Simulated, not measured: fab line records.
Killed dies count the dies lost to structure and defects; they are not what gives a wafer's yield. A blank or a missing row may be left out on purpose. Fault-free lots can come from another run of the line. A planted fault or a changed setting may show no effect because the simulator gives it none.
Chamber matching ; flow nand harc ; 4 sister chambers for NHARC_A_CONTACT_ETCH_92 on rie diel-03
The step etches the open film in CH3F/O2, target depth 40 nm, time 85.7 s. 18 wafers are shown with their chamber, then 9 later ones without.

== WAFERS WITH THEIR CHAMBER ==
wafer;chamber;drypump motor current A (A);rf vpp V (V);throttle valve pct (%)
L074.1;1;6.0;243.3;20.675
L074.2;2;5.5;245.9;20.663
L074.5;2;5.5;246.2;20.669
L078.2;3;6.7;242.2;20.657
L078.3;1;6.1;241.9;20.672
L078.5;1;6.0;242.7;20.662
L083.1;2;5.5;246.7;20.677
L083.3;0;5.9;245.4;20.648
L083.5;2;5.5;246.9;20.665
L084.1;2;5.5;246.0;20.664
L084.2;3;6.7;243.8;20.671
L084.6;2;5.6;245.5;20.650
L085.1;3;6.7;243.7;20.642
L085.4;2;5.5;246.5;20.668
L085.5;0;5.9;243.1;20.676
L086.1;2;5.5;246.7;20.670
L086.4;0;6.0;244.3;20.678
L086.6;3;6.7;242.5;20.656

SIGNATURES (means of the wafers above)
reading;chamber 0;chamber 1;chamber 2;chamber 3;scatter within a chamber
drypump motor current A;5.933;6.033;5.513;6.700;0.0397
rf vpp V;244.267;242.633;246.300;243.050;0.72
throttle valve pct;20.66733;20.66967;20.66575;20.65650;0.0103
Rule: a wafer lies at a distance from a chamber equal to the root of the sum of squares, over the readings, of (its reading less the chamber's mean, divided by the reading's scatter). The wafer belongs to the nearest chamber; if the next one is less than 2 further off, it can't be placed. The scatter is the square root of a quotient: the sum, over the shown wafers, of each reading's squared deviation from its chamber's mean, divided by wafers minus chambers.

== WAFERS WITH NO CHAMBER GIVEN ==
wafer;drypump motor current A (A);rf vpp V (V);throttle valve pct (%)
L090.1;6.0;241.8;20.663
L090.3;5.6;246.4;20.656
L090.6;6.0;242.0;20.661
L089.1;6.0;242.9;20.675
L089.2;5.6;245.5;20.657
L089.5;5.6;245.4;20.669
L091.1;5.6;246.5;20.666
L091.4;6.0;242.5;20.665
L091.6;5.6;246.4;20.663

== WHICH CHAMBER EACH ONE RAN IN ==
wafer;from the rows above;in truth
L090.1;1;1
L090.3;2;2
L090.6;1;1
L089.1;can't be placed: 1 or 0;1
L089.2;2;2
L089.5;2;2
L091.1;2;2
L091.4;1;1
L091.6;2;2
8 of 9 placed correctly. From these rows, 1 cannot be placed; in 1 the true chamber is one of the candidates. Placed wrongly: 0.
